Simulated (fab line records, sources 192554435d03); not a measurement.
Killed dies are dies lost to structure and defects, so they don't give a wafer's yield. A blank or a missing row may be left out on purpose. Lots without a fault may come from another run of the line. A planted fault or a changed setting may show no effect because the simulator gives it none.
A struck lot beside a sound one | flow n5_finfet | 15 steps out of a route of 1938
Sound: wafers L753.2, L753.3, L753.6. Struck: wafers L764.1, L764.3, L764.4. The cause comes at the end.
At each step with rows: each side's tool, then ch and its chambers, then its first start. Under that, the readings that differ: sound wafers | struck wafers | difference of the means | sigmas: that difference in standard deviations of wafers without a fault.
alike: readings whose means differ by less than 2 such deviations, and words and numbers that are the same on both sides. not compared: withheld readings, readings that some wafer has no value for, bounds like >300 that may hide the same value, and numbers for which the record gives no deviation and whose values overlap.
The two part at a step that has a row with sigmas, a row that says differs or no value, or rows on one side only. Numbers that don't overlap but have no deviation are shown without sigmas and don't part them. A reading that every wafer of one side lacks parts them only if that side has two wafers or more.

first, 5 steps without rows for these wafers: N5_PASSIVATION_SOFTBAKE_05 (time 90 s); N5_PASSIVATION_EXPOSE_07 (exposes mask TV, defocus 0 nm, target cd 3000 nm); N5_PASSIVATION_PEB_08; N5_PASSIVATION_DEVELOP_09 (develop time 60 s); N5_PASSIVATION_HARDBAKE_11 (time 120 s).
N5_PASSIVATION_CD_MEAS_10: target cd 3000 nm.
  sound on cd_sem-01 ch 0, day 12 23:17; struck on cd_sem-02 ch 0, day 16 00:36
  alike: cd_nm
N5_PASSIVATION_OVL_MEAS_60:
  sound on overlay-02 ch 0, day 12 23:19; struck on overlay-02 ch 0, day 16 00:38
  alike: TV_OVL
N5_PASSIVATION_INSPECT_61: inspects for defects (macro).
  sound on defect_inspect-01, day 12 23:20; struck on defect_inspect-02, day 16 00:39
  alike: raw_defect_count
N5_PASSIVATION_DESCUM_12: chemistry O2, time 7.9 s.
  sound on rie_diel-02 ch 0,2, day 12 23:58; struck on rie_diel-06 ch 0,1,3, day 16 00:41
  alike: drypump_motor_current_A, oes_product_au, rf_vpp_V, showerhead_plenum_p_Torr, throttle_valve_pct
  not compared: rf_hours_counter_h
N5_PASSIVATION_PASS_ETCH_74: etches SiNx in CF4/O2, target depth 220 nm, time 110 s.
  sound on rie_diel-02 ch 0,2, day 13 00:02; struck on rie_diel-06 ch 0,1,3, day 16 00:45
  alike: O2_flow_sccm, bias_w, drypump_motor_current_A, mfc_ar_sccm, oes_ar_750_au, oes_product_au, rf_vpp_V, showerhead_plenum_p_Torr, throttle_valve_pct
  not compared: rf_hours_counter_h
N5_PASSIVATION_VIA_ETCH_13: etches SiO2 in CHF3/O2, target depth 660 nm, time 330 s.
  sound on rie_diel-02 ch 0,2, day 13 00:07; struck on rie_diel-06 ch 0,1,3, day 16 00:50
  alike: O2_flow_sccm, bias_w, drypump_motor_current_A, etch_rf_on_time_s, mfc_ar_sccm, oes_ar_750_au, oes_product_au, rf_vpp_V, showerhead_plenum_p_Torr, throttle_valve_pct
  not compared: rf_hours_counter_h
N5_PASSIVATION_STRIP_14: strips in O2.
  sound on rie_diel-02 ch 0,2, day 13 00:19; struck on rie_diel-06 ch 0,1,3, day 16 01:02
  alike: drypump_motor_current_A, oes_product_au, rf_vpp_V, showerhead_plenum_p_Torr, throttle_valve_pct
  not compared: rf_hours_counter_h
N5_PASSIVATION_ETCH_15: etches SiCN in CF4/N2, target depth 75 nm, time 81.2 s.
  sound on rie_diel-02 ch 0,2, day 13 00:22; struck on rie_diel-06 ch 0,1,3, day 16 01:05
  reading      | sound             | struck            | difference | sigmas
  bias_w (W)   | 70.00 69.58 69.78 | 79.23 79.85 79.60 | +9.77      | +44
  rf_vpp_V (V) | 381.3 380.7 381.2 | 412.9 414.0 417.0 | +33.6      | +21
  alike: drypump_motor_current_A, mfc_ar_sccm, oes_product_au, showerhead_plenum_p_Torr, throttle_valve_pct
  not compared: rf_hours_counter_h
then, 1 step without rows for these wafers: N5_PASSIVATION_STRIP_73 (strips in post etch residue remover, time 60 s).
N5_PASSIVATION_PROBE_49:
  the record has rows for the sound wafers here (prober-02, day 13 08:06) and none for the struck ones

WHERE THEY PART
First at N5_PASSIVATION_ETCH_15; last, within this record, at N5_PASSIVATION_PROBE_49.

WHY: what the simulator had put in
Process parameter drift: rie_diel-06, from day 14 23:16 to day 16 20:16, at N5_PASSIVATION_ETCH_15. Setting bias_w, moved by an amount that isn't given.
